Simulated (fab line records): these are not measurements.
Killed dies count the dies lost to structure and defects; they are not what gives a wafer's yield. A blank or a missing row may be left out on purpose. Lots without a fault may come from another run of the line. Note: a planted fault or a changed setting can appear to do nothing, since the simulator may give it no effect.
fab line records || flow n5_finfet || part 2 of 2: steps 34 to 35 of 35
record {"lots": 7, "wafers": 21, "last_day": 18}
route steps=1938 shown START@1 ZERO_LAYER@2 WELL_APT@20 BEOL_M4@1111 PASSIVATION@1936
lots that met no fault: taken from a fault-free run of the same line
start_h: hours from the record's opening day to when the first of the lot's shown wafers began || wait_h: hours elapsed since this lot's preceding step || " the same as in the row above || L1.1+2: a row that stands for several wafers || - value missing, or start not given || * or withheld: withheld || < > ~ a bound
route shown NAME@n: a module of which the file shows steps, and the number in the route of the first || usual: average and standard deviation across the fault-free wafers || same: alike in all rows || chamber/n: place in a boat || sites: readings site by site || _std_site: the standard deviation of these || _edge_site: the outer-site mean with the inner-site mean subtracted || radius_mm: for every site, how far away it sits from the centre of the wafer || mask NAME#n: copy n || behind: the tool/chamber that last shaped the wafer || hold: what put the lot on hold/how long, in hours/how the hold closed || device: whichever transistor did not switch (one of n, p or np) || end of line: the route-end tests of the same wafers || for a step that has no rows: nothing shown but its recipe || killed: the dies lost at the first sort to structure and to defects; this is not the yield of the wafer || map: per-die view of a wafer (x killed, . not killed, _ where there is no die)
set.NAME: the run value of the setting; set.NAME@STEP: its run value at that earlier step || model.NAME: the simulator's own value behind a step, which no gauge read
lots seen at some steps along the route; tables by step, rows by wafer
services: the hour from which a tool's chamber was out of use, counted from the record's first day as start_h (under 0 if before that day), plus the number of hours and why
## steps
# step N5_BEOL_M4_RC_MEAS_101
# usual {"CJ_N": "4.30/0.078", "DIBL_N": "36.5/2", "DIBL_P": "36.5/2.3", "IOFF_N": "0.16/0.036", "IOFF_P": "0.21/0.037", "ION_N": "672/12", "ION_P": "459/7.1", "RS_PWELL": "3010/21", "SS_N": "71.6/0.73", "SS_P": "73.4/0.76", "VT_N": "250/3.3", "VT_P": "-250.5/2.9"}
{"lot.wafer": "L945.2", "tool": "prober-01", "chamber": 0, "start_h": 230.02, "wait_h": 0.2, "CJ_N": 4.39, "DIBL_N[mV/V]": 36.3, "DIBL_P[mV/V]": 37.2, "IOFF_N[nA/um]": 0.16, "IOFF_P[nA/um]": 0.21, "ION_N[uA/um]": 665, "ION_P[uA/um]": 459, "RS_PWELL[ohm/sq]": 2995, "SS_N[mV/dec]": 71.8, "SS_P[mV/dec]": 73.7, "VT_N[mV]": 253, "VT_P[mV]": -249.4}
{"lot.wafer": "L945.4", "tool": "prober-01", "chamber": 0, "start_h": 230.02, "wait_h": 0.2, "CJ_N": 4.33, "DIBL_N[mV/V]": 34.7, "DIBL_P[mV/V]": 35.6, "IOFF_N[nA/um]": 0.14, "IOFF_P[nA/um]": 0.20, "ION_N[uA/um]": 671, "ION_P[uA/um]": 463, "RS_PWELL[ohm/sq]": 3022, "SS_N[mV/dec]": 71.6, "SS_P[mV/dec]": 72.3, "VT_N[mV]": 252, "VT_P[mV]": -250.4}
{"lot.wafer": "L945.6", "tool": "prober-01", "chamber": 0, "start_h": 230.02, "wait_h": 0.2, "CJ_N": 4.44, "DIBL_N[mV/V]": 37.3, "DIBL_P[mV/V]": 37.0, "IOFF_N[nA/um]": 0.18, "IOFF_P[nA/um]": 0.23, "ION_N[uA/um]": 652, "ION_P[uA/um]": 449, "RS_PWELL[ohm/sq]": 3011, "SS_N[mV/dec]": 72.4, "SS_P[mV/dec]": 73.4, "VT_N[mV]": 252, "VT_P[mV]": -250.0}
{"lot.wafer": "L948.1", "tool": "prober-01", "chamber": 0, "start_h": 259.25, "wait_h": 0.0, "CJ_N": 3.47, "DIBL_N[mV/V]": 38.9, "DIBL_P[mV/V]": 39.3, "IOFF_N[nA/um]": 0.25, "IOFF_P[nA/um]": 0.26, "ION_N[uA/um]": 693, "ION_P[uA/um]": 465, "RS_PWELL[ohm/sq]": 2819, "SS_N[mV/dec]": 73.0, "SS_P[mV/dec]": 74.2, "VT_N[mV]": 245, "VT_P[mV]": -247.8}
{"lot.wafer": "L948.3", "tool": "prober-01", "chamber": 0, "start_h": 259.25, "wait_h": 0.0, "CJ_N": 3.39, "DIBL_N[mV/V]": 35.7, "DIBL_P[mV/V]": 37.3, "IOFF_N[nA/um]": 0.17, "IOFF_P[nA/um]": 0.24, "ION_N[uA/um]": 679, "ION_P[uA/um]": 464, "RS_PWELL[ohm/sq]": 2819, "SS_N[mV/dec]": 71.5, "SS_P[mV/dec]": 73.6, "VT_N[mV]": 248, "VT_P[mV]": -248.2}
{"lot.wafer": "L948.6", "tool": "prober-01", "chamber": 0, "start_h": 259.25, "wait_h": 0.0, "CJ_N": 3.35, "DIBL_N[mV/V]": 39.3, "DIBL_P[mV/V]": 39.9, "IOFF_N[nA/um]": 0.24, "IOFF_P[nA/um]": 0.34, "ION_N[uA/um]": 658, "ION_P[uA/um]": 454, "RS_PWELL[ohm/sq]": 2821, "SS_N[mV/dec]": 74.6, "SS_P[mV/dec]": 75.6, "VT_N[mV]": 251, "VT_P[mV]": -249.5}
{"lot.wafer": "L952.1", "tool": "prober-01", "chamber": 0, "start_h": 280.17, "wait_h": 0.0, "CJ_N": 4.31, "DIBL_N[mV/V]": 36.2, "DIBL_P[mV/V]": 34.6, "IOFF_N[nA/um]": 0.16, "IOFF_P[nA/um]": 0.19, "ION_N[uA/um]": 672, "ION_P[uA/um]": 456, "RS_PWELL[ohm/sq]": 2975, "SS_N[mV/dec]": 71.8, "SS_P[mV/dec]": 74.1, "VT_N[mV]": 247, "VT_P[mV]": -253.7}
{"lot.wafer": "L952.3", "tool": "prober-01", "chamber": 0, "start_h": 280.17, "wait_h": 0.0, "CJ_N": 4.22, "DIBL_N[mV/V]": 34.5, "DIBL_P[mV/V]": 32.5, "IOFF_N[nA/um]": 0.12, "IOFF_P[nA/um]": 0.16, "ION_N[uA/um]": 665, "ION_P[uA/um]": 454, "RS_PWELL[ohm/sq]": 2989, "SS_N[mV/dec]": 71.2, "SS_P[mV/dec]": 72.4, "VT_N[mV]": 255, "VT_P[mV]": -256.7}
{"lot.wafer": "L952.5", "tool": "prober-01", "chamber": 0, "start_h": 280.17, "wait_h": 0.0, "CJ_N": 4.21, "DIBL_N[mV/V]": 35.0, "DIBL_P[mV/V]": 33.4, "IOFF_N[nA/um]": 0.13, "IOFF_P[nA/um]": 0.17, "ION_N[uA/um]": 671, "ION_P[uA/um]": 459, "RS_PWELL[ohm/sq]": 2985, "SS_N[mV/dec]": 70.8, "SS_P[mV/dec]": 72.3, "VT_N[mV]": 249, "VT_P[mV]": -251.9}
{"lot.wafer": "L955.1", "tool": "prober-02", "chamber": 0, "start_h": 297.75, "wait_h": 0.0, "CJ_N": 4.51, "DIBL_N[mV/V]": 35.9, "DIBL_P[mV/V]": 35.4, "IOFF_N[nA/um]": 0.14, "IOFF_P[nA/um]": 0.17, "ION_N[uA/um]": 673, "ION_P[uA/um]": 456, "RS_PWELL[ohm/sq]": 3012, "SS_N[mV/dec]": 71.2, "SS_P[mV/dec]": 73.2, "VT_N[mV]": 253, "VT_P[mV]": -256.2}
{"lot.wafer": "L955.2", "tool": "prober-02", "chamber": 0, "start_h": 297.75, "wait_h": 0.0, "CJ_N": 4.43, "DIBL_N[mV/V]": 36.1, "DIBL_P[mV/V]": 36.0, "IOFF_N[nA/um]": 0.13, "IOFF_P[nA/um]": 0.18, "ION_N[uA/um]": 663, "ION_P[uA/um]": 453, "RS_PWELL[ohm/sq]": 2998, "SS_N[mV/dec]": 71.7, "SS_P[mV/dec]": 72.7, "VT_N[mV]": 254, "VT_P[mV]": -255.0}
{"lot.wafer": "L955.5", "tool": "prober-02", "chamber": 0, "start_h": 297.75, "wait_h": 0.0, "CJ_N": 4.30, "DIBL_N[mV/V]": 37.2, "DIBL_P[mV/V]": 37.3, "IOFF_N[nA/um]": 0.16, "IOFF_P[nA/um]": 0.20, "ION_N[uA/um]": 682, "ION_P[uA/um]": 459, "RS_PWELL[ohm/sq]": 3011, "SS_N[mV/dec]": 71.3, "SS_P[mV/dec]": 73.0, "VT_N[mV]": 251, "VT_P[mV]": -253.5}
{"lot.wafer": "L958.2", "tool": "prober-01", "chamber": 0, "start_h": 332.22, "wait_h": 0.2, "CJ_N": 4.39, "DIBL_N[mV/V]": 41.1, "DIBL_P[mV/V]": 42.9, "IOFF_N[nA/um]": 0.27, "IOFF_P[nA/um]": 0.25, "ION_N[uA/um]": 704, "ION_P[uA/um]": 461, "RS_PWELL[ohm/sq]": 3028, "SS_N[mV/dec]": 72.7, "SS_P[mV/dec]": 75.0, "VT_N[mV]": 245, "VT_P[mV]": -252.2}
{"lot.wafer": "L958.3", "tool": "prober-01", "chamber": 0, "start_h": 332.22, "wait_h": 0.2, "CJ_N": 4.26, "DIBL_N[mV/V]": 35.5, "DIBL_P[mV/V]": 37.8, "IOFF_N[nA/um]": 0.14, "IOFF_P[nA/um]": 0.19, "ION_N[uA/um]": 664, "ION_P[uA/um]": 454, "RS_PWELL[ohm/sq]": 3045, "SS_N[mV/dec]": 71.2, "SS_P[mV/dec]": 73.7, "VT_N[mV]": 253, "VT_P[mV]": -253.2}
{"lot.wafer": "L958.6", "tool": "prober-01", "chamber": 0, "start_h": 332.22, "wait_h": 0.2, "CJ_N": 4.26, "DIBL_N[mV/V]": 36.7, "DIBL_P[mV/V]": 38.2, "IOFF_N[nA/um]": 0.16, "IOFF_P[nA/um]": 0.19, "ION_N[uA/um]": 677, "ION_P[uA/um]": 455, "RS_PWELL[ohm/sq]": 3037, "SS_N[mV/dec]": 71.6, "SS_P[mV/dec]": 74.5, "VT_N[mV]": 251, "VT_P[mV]": -254.5}
# step N5_PASSIVATION_PROBE_49
# usual {"defect_limited_yield": "91.4/1.4", "killed_at_M0_to_M3": "33/11", "killed_at_M4_up": "13/5.3", "killed_at_contacts": "13/6.1", "killed_at_front_end": "40/11", "killed_at_other": "2.9/2.7", "killed_dies": "102/17", "killed_on_rim": "14/4.2", "killed_open": "68/13", "killed_short": "32/7.5", "sort_bin_4_leakage": "0.00/0.022", "sort_bin_5_function": "5.1/0.98", "sort_bin_6_memory": "3.2/0.69", "sort_n_pass": "1077/21", "sort_yield_pct": "91.3/1.7"}
# same {"gross_dies": 1180, "killed_at_back_side": 0, "sort_bin_8_speed[%]": 0}
{"lot.wafer": "L945.2", "tool": "prober-01", "chamber": "-", "start_h": 343.61, "wait_h": 0.1, "defect_limited_yield[%]": 92.5, "killed_at_M0_to_M3": 26, "killed_at_M4_up": 17, "killed_at_contacts": 25, "killed_at_front_end": 21, "killed_at_other": 0, "killed_dies": 89, "killed_on_rim": 13, "killed_open": 66, "killed_short": 21, "sort_bin_4_leakage[%]": 0, "sort_bin_5_function[%]": 4.4, "sort_bin_6_memory[%]": 3.1, "sort_n_pass": 1091, "sort_yield_pct[%]": 92.5}
{"lot.wafer": "L945.4", "tool": "prober-01", "chamber": "-", "start_h": 343.71, "wait_h": 0.2, "defect_limited_yield[%]": 92.5, "killed_at_M0_to_M3": 21, "killed_at_M4_up": 10, "killed_at_contacts": 25, "killed_at_front_end": 30, "killed_at_other": 3, "killed_dies": 89, "killed_on_rim": 12, "killed_open": 58, "killed_short": 30, "sort_bin_4_leakage[%]": 0, "sort_bin_5_function[%]": 5.1, "sort_bin_6_memory[%]": 1.9, "sort_n_pass": 1091, "sort_yield_pct[%]": 92.5}
{"lot.wafer": "L945.6", "tool": "prober-01", "chamber": "-", "start_h": 343.81, "wait_h": 0.3, "defect_limited_yield[%]": 93.0, "killed_at_M0_to_M3": 16, "killed_at_M4_up": 16, "killed_at_contacts": 19, "killed_at_front_end": 31, "killed_at_other": 1, "killed_dies": 83, "killed_on_rim": 10, "killed_open": 53, "killed_short": 28, "sort_bin_4_leakage[%]": 0, "sort_bin_5_function[%]": 4.4, "sort_bin_6_memory[%]": 2.4, "sort_n_pass": 1097, "sort_yield_pct[%]": 93.0}
{"lot.wafer": "L952.1", "tool": "prober-01", "chamber": "-", "start_h": 399.58, "wait_h": 0.0, "defect_limited_yield[%]": 89.2, "killed_at_M0_to_M3": 62, "killed_at_M4_up": 24, "killed_at_contacts": 10, "killed_at_front_end": 31, "killed_at_other": 1, "killed_dies": 128, "killed_on_rim": 15, "killed_open": 86, "killed_short": 42, "sort_bin_4_leakage[%]": 0, "sort_bin_5_function[%]": 6.4, "sort_bin_6_memory[%]": 4.0, "sort_n_pass": 1052, "sort_yield_pct[%]": 89.2}
{"lot.wafer": "L952.3", "tool": "prober-01", "chamber": "-", "start_h": 399.68, "wait_h": 0.1, "defect_limited_yield[%]": 88.0, "killed_at_M0_to_M3": 37, "killed_at_M4_up": 28, "killed_at_contacts": 9, "killed_at_front_end": 66, "killed_at_other": 2, "killed_dies": 142, "killed_on_rim": 14, "killed_open": 94, "killed_short": 46, "sort_bin_4_leakage[%]": 0, "sort_bin_5_function[%]": 6.5, "sort_bin_6_memory[%]": 5.3, "sort_n_pass": 1038, "sort_yield_pct[%]": 88.0}
{"lot.wafer": "L952.5", "tool": "prober-01", "chamber": "-", "start_h": 399.78, "wait_h": 0.2, "defect_limited_yield[%]": 92.8, "killed_at_M0_to_M3": 27, "killed_at_M4_up": 10, "killed_at_contacts": 16, "killed_at_front_end": 26, "killed_at_other": 6, "killed_dies": 85, "killed_on_rim": 13, "killed_open": 56, "killed_short": 27, "sort_bin_4_leakage[%]": 0, "sort_bin_5_function[%]": 4.7, "sort_bin_6_memory[%]": 2.2, "sort_n_pass": 1095, "sort_yield_pct[%]": 92.8}
{"lot.wafer": "L955.1", "tool": "prober-01", "chamber": "-", "start_h": 408.97, "wait_h": 0.0, "defect_limited_yield[%]": 92.3, "killed_at_M0_to_M3": 34, "killed_at_M4_up": 9, "killed_at_contacts": 18, "killed_at_front_end": 21, "killed_at_other": 9, "killed_dies": 91, "killed_on_rim": 10, "killed_open": 68, "killed_short": 22, "sort_bin_4_leakage[%]": 0, "sort_bin_5_function[%]": 4.6, "sort_bin_6_memory[%]": 3.1, "sort_n_pass": 1089, "sort_yield_pct[%]": 92.3}
{"lot.wafer": "L955.2", "tool": "prober-01", "chamber": "-", "start_h": 409.02, "wait_h": 0.1, "defect_limited_yield[%]": 90.3, "killed_at_M0_to_M3": 53, "killed_at_M4_up": 9, "killed_at_contacts": 16, "killed_at_front_end": 33, "killed_at_other": 4, "killed_dies": 115, "killed_on_rim": 18, "killed_open": 84, "killed_short": 30, "sort_bin_4_leakage[%]": 0, "sort_bin_5_function[%]": 5.3, "sort_bin_6_memory[%]": 4.2, "sort_n_pass": 1065, "sort_yield_pct[%]": 90.3}
{"lot.wafer": "L955.5", "tool": "prober-01", "chamber": "-", "start_h": 409.17, "wait_h": 0.2, "defect_limited_yield[%]": 90.4, "killed_at_M0_to_M3": 45, "killed_at_M4_up": 20, "killed_at_contacts": 21, "killed_at_front_end": 26, "killed_at_other": 1, "killed_dies": 113, "killed_on_rim": 11, "killed_open": 82, "killed_short": 28, "sort_bin_4_leakage[%]": 0, "sort_bin_5_function[%]": 6.1, "sort_bin_6_memory[%]": 3.3, "sort_n_pass": 1067, "sort_yield_pct[%]": 90.4}
{"lot.wafer": "L958.2", "tool": "prober-02", "chamber": "-", "start_h": 437.18, "wait_h": 0.1, "defect_limited_yield[%]": 92.2, "killed_at_M0_to_M3": 38, "killed_at_M4_up": 10, "killed_at_contacts": 5, "killed_at_front_end": 37, "killed_at_other": 2, "killed_dies": 92, "killed_on_rim": 14, "killed_open": 59, "killed_short": 31, "sort_bin_4_leakage[%]": 0.25, "sort_bin_5_function[%]": 5.0, "sort_bin_6_memory[%]": 2.5, "sort_n_pass": 1085, "sort_yield_pct[%]": 91.9}
{"lot.wafer": "L958.3", "tool": "prober-02", "chamber": "-", "start_h": 437.23, "wait_h": 0.1, "defect_limited_yield[%]": 93.6, "killed_at_M0_to_M3": 23, "killed_at_M4_up": 5, "killed_at_contacts": 1, "killed_at_front_end": 46, "killed_at_other": 0, "killed_dies": 75, "killed_on_rim": 10, "killed_open": 54, "killed_short": 21, "sort_bin_4_leakage[%]": 0, "sort_bin_5_function[%]": 3.6, "sort_bin_6_memory[%]": 2.2, "sort_n_pass": 1105, "sort_yield_pct[%]": 93.6}
{"lot.wafer": "L958.6", "tool": "prober-02", "chamber": "-", "start_h": 437.38, "wait_h": 0.3, "defect_limited_yield[%]": 90.0, "killed_at_M0_to_M3": 52, "killed_at_M4_up": 8, "killed_at_contacts": 7, "killed_at_front_end": 50, "killed_at_other": 1, "killed_dies": 118, "killed_on_rim": 15, "killed_open": 70, "killed_short": 48, "sort_bin_4_leakage[%]": 0, "sort_bin_5_function[%]": 6.2, "sort_bin_6_memory[%]": 3.6, "sort_n_pass": 1062, "sort_yield_pct[%]": 90.0}
# killed by level:class
L945.2 MOL_CONTACT_COAG:geometric_particle:open=21 BEOL_M0_SAQP:geometric_particle:open=9 BEOL_M1:geometric_particle:open=7 BEOL_M0_SAQP:geometric_particle:short=5 FIN_SAQP:geometric_particle:open=4 MOL_CONTACT_COAG:geometric_particle:short=4 BEOL_M11:geometric_particle:open=4 DUMMY_GATE:geometric_particle:open=3
L945.4 MOL_CONTACT_COAG:geometric_particle:open=20 FIN_SAQP:geometric_particle:short=10 BEOL_M2:geometric_particle:open=8 GATE_CUT:geometric_particle:short=6 MOL_CONTACT_COAG:geometric_particle:short=5 BEOL_M3:geometric_particle:open=4 FIN_SAQP:geometric_particle:open=3 STI_FIN_REVEAL:geometric_particle:open=3
L945.6 MOL_CONTACT_COAG:geometric_particle:open=17 FIN_SAQP:geometric_particle:short=7 BEOL_M4:geometric_particle:short=6 BEOL_M4:geometric_particle:open=6 DUMMY_GATE:geometric_particle:open=5 FIN_SAQP:geometric_particle:open=4 BEOL_M3:geometric_particle:open=4 STI_FIN_REVEAL:geometric_particle:short=3
L952.1 BEOL_M0_SAQP:geometric_particle:short=15 BEOL_M0_SAQP:geometric_particle:open=15 MOL_CONTACT_COAG:geometric_particle:open=9 BEOL_M3:geometric_particle:open=9 BEOL_M4:geometric_particle:open=9 FIN_SAQP:geometric_particle:open=8 STI_FIN_REVEAL:geometric_particle:open=8 BEOL_M2:geometric_particle:open=7
L952.3 STI_FIN_REVEAL:geometric_particle:open=16 BEOL_M4:geometric_particle:open=14 FIN_SAQP:geometric_particle:short=13 FIN_SAQP:geometric_particle:open=12 BEOL_M0_SAQP:geometric_particle:open=10 GATE_CUT:geometric_particle:short=8 MOL_CONTACT_COAG:geometric_particle:open=8 BEOL_M0_SAQP:geometric_particle:short=7
L952.5 MOL_CONTACT_COAG:geometric_particle:open=11 BEOL_M0_SAQP:geometric_particle:open=8 BEOL_M4:geometric_particle:open=7 MOL_CONTACT_COAG:geometric_particle:short=5 STI_FIN_REVEAL:geometric_particle:open=4 STARTING-WAFER:geometric_particle:open=4 PASS1_CAP:geometric_particle:short=4 DUMMY_GATE:geometric_particle:open=3
L955.1 MOL_CONTACT_COAG:geometric_particle:open=17 STI_FIN_REVEAL:geometric_particle:open=9 BEOL_M0_SAQP:geometric_particle:open=9 BEOL_M0_SAQP:geometric_particle:short=6 PASS1_CAP:geometric_particle:open=6 BEOL_M1:geometric_particle:open=5 BEOL_M2:geometric_particle:open=4 BEOL_M3:geometric_particle:open=4
L955.2 BEOL_M2:geometric_particle:open=14 MOL_CONTACT_COAG:geometric_particle:open=12 BEOL_M1:geometric_particle:open=12 STI_FIN_REVEAL:geometric_particle:open=11 BEOL_M0_SAQP:geometric_particle:open=10 BEOL_M0_SAQP:geometric_particle:short=8 DUMMY_GATE:geometric_particle:open=5 BEOL_M3:geometric_particle:open=4
L955.5 MOL_CONTACT_COAG:geometric_particle:open=17 BEOL_M4:geometric_particle:open=11 BEOL_M0_SAQP:geometric_particle:short=9 BEOL_M1:geometric_particle:open=9 BEOL_M2:geometric_particle:open=8 BEOL_M0_SAQP:geometric_particle:open=7 BEOL_M3:geometric_particle:open=6 STI_FIN_REVEAL:geometric_particle:open=5
L958.2 BEOL_M0_SAQP:geometric_particle:short=10 BEOL_M1:geometric_particle:open=9 STI_FIN_REVEAL:geometric_particle:open=7 STARTING-WAFER:geometric_particle:open=7 BEOL_M3:geometric_particle:open=7 FIN_SAQP:geometric_particle:short=5 MOL_CONTACT_COAG:geometric_particle:open=5 BEOL_M2:geometric_particle:open=5
L958.3 BEOL_M3:geometric_particle:open=11 DUMMY_GATE:geometric_particle:open=10 FIN_SAQP:geometric_particle:short=9 STI_FIN_REVEAL:geometric_particle:open=9 GATE_CUT:geometric_particle:open=6 BEOL_M0_SAQP:geometric_particle:short=4 STARTING-WAFER:geometric_particle:open=4 FIN_SAQP:geometric_particle:open=3
L958.6 BEOL_M0_SAQP:geometric_particle:short=15 STI_FIN_REVEAL:geometric_particle:open=12 BEOL_M0_SAQP:geometric_particle:open=10 BEOL_M3:geometric_particle:open=10 GATE_CUT:geometric_particle:short=7 BEOL_M1:geometric_particle:open=7 FIN_SAQP:geometric_particle:short=6 MOL_CONTACT_COAG:geometric_particle:open=6
## services
{"tool": "rie_diel-02", "chamber": 1, "start_h": 53.32, "hours": 16.7, "kind": "repair"}
{"tool": "plasma_asher-02", "chamber": "-", "start_h": 54.82, "hours": 2.8, "kind": "pm"}
{"tool": "rie_diel-03", "chamber": 3, "start_h": 64.95, "hours": 12.8, "kind": "repair"}
{"tool": "rie_diel-03", "chamber": 1, "start_h": 65.00, "hours": 11.8, "kind": "repair"}
{"tool": "rie_si-05", "chamber": 0, "start_h": 72.29, "hours": "-", "kind": "clean"}
{"tool": "rie_diel-04", "chamber": "-", "start_h": 79.77, "hours": 28.1, "kind": "pm"}
{"tool": "rie_diel-05", "chamber": "-", "start_h": 88.48, "hours": 0.2, "kind": "repair"}
{"tool": "pecvd-02", "chamber": "-", "start_h": 91.39, "hours": 1.7, "kind": "repair"}
{"tool": "rie_diel-05", "chamber": 2, "start_h": 106.14, "hours": 16.1, "kind": "repair"}
{"tool": "rie_si-02", "chamber": 0, "start_h": 110.44, "hours": "-", "kind": "clean"}
{"tool": "rie_si-02", "chamber": 0, "start_h": 110.44, "hours": 14.5, "kind": "scheduled_down"}
{"tool": "rie_si-02", "chamber": 0, "start_h": 110.44, "hours": 14.5, "kind": "vent_cycle"}
{"tool": "rie_si-03", "chamber": "-", "start_h": 110.53, "hours": 2.8, "kind": "pm"}
{"tool": "rie_diel-05", "chamber": 1, "start_h": 116.27, "hours": 3.7, "kind": "repair"}
{"tool": "rie_si-03", "chamber": 0, "start_h": 129.17, "hours": "-", "kind": "clean"}
{"tool": "rie_si-03", "chamber": 0, "start_h": 129.17, "hours": 15.0, "kind": "scheduled_down"}
{"tool": "rie_si-03", "chamber": 0, "start_h": 129.17, "hours": 15.0, "kind": "vent_cycle"}
{"tool": "plasma_asher-01", "chamber": "-", "start_h": 132.64, "hours": 4.5, "kind": "repair"}
{"tool": "rie_diel-03", "chamber": 3, "start_h": 133.54, "hours": 12.3, "kind": "repair"}
{"tool": "rie_diel-02", "chamber": 2, "start_h": 139.95, "hours": "-", "kind": "clean"}
{"tool": "rie_diel-02", "chamber": 2, "start_h": 139.95, "hours": "-", "kind": "consumable_replace:focus_ring"}
{"tool": "rie_diel-02", "chamber": 2, "start_h": 139.95, "hours": 34.7, "kind": "scheduled_down"}
{"tool": "rie_diel-02", "chamber": 2, "start_h": 139.95, "hours": 34.7, "kind": "vent_cycle"}
{"tool": "rie_diel-03", "chamber": 2, "start_h": 143.43, "hours": 10.1, "kind": "repair"}
## key
first_sign {"step": "N5_ZERO_LAYER_PECVD_02", "reading": "tool_record", "direction": "missing"}
effect {"step": "N5_BEOL_M4_RC_MEAS_101", "reading": "CJ_N", "direction": "down", "sigmas": 11, "usual": 4.30, "struck": 3.40}
effect {"step": "N5_BEOL_M4_RC_MEAS_101", "reading": "RS_PWELL", "direction": "down", "sigmas": 9.2, "usual": 3010, "struck": 2820}
met_at N5_ZERO_LAYER_PECVD_02
struck_wafers L946.1,L946.2,L946.6,L947.1,L947.2,L947.4,L948.1,L948.3,L948.6
rows_end L946.1,L946.2,L946.6,L947.1,L947.2,L947.4,L948.1,L948.3,L948.6
onset_between 72.28 78.29
fault {"kind": "skipped_step_whole", "tool": "pecvd-01,pecvd-02", "chamber": "-", "onset_h": 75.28, "steps": "N5_ZERO_LAYER_PECVD_02", "scope": "struck_lots_only"}
# rows_end: these wafers met a further fault down the route, and their rows from its step on are left out
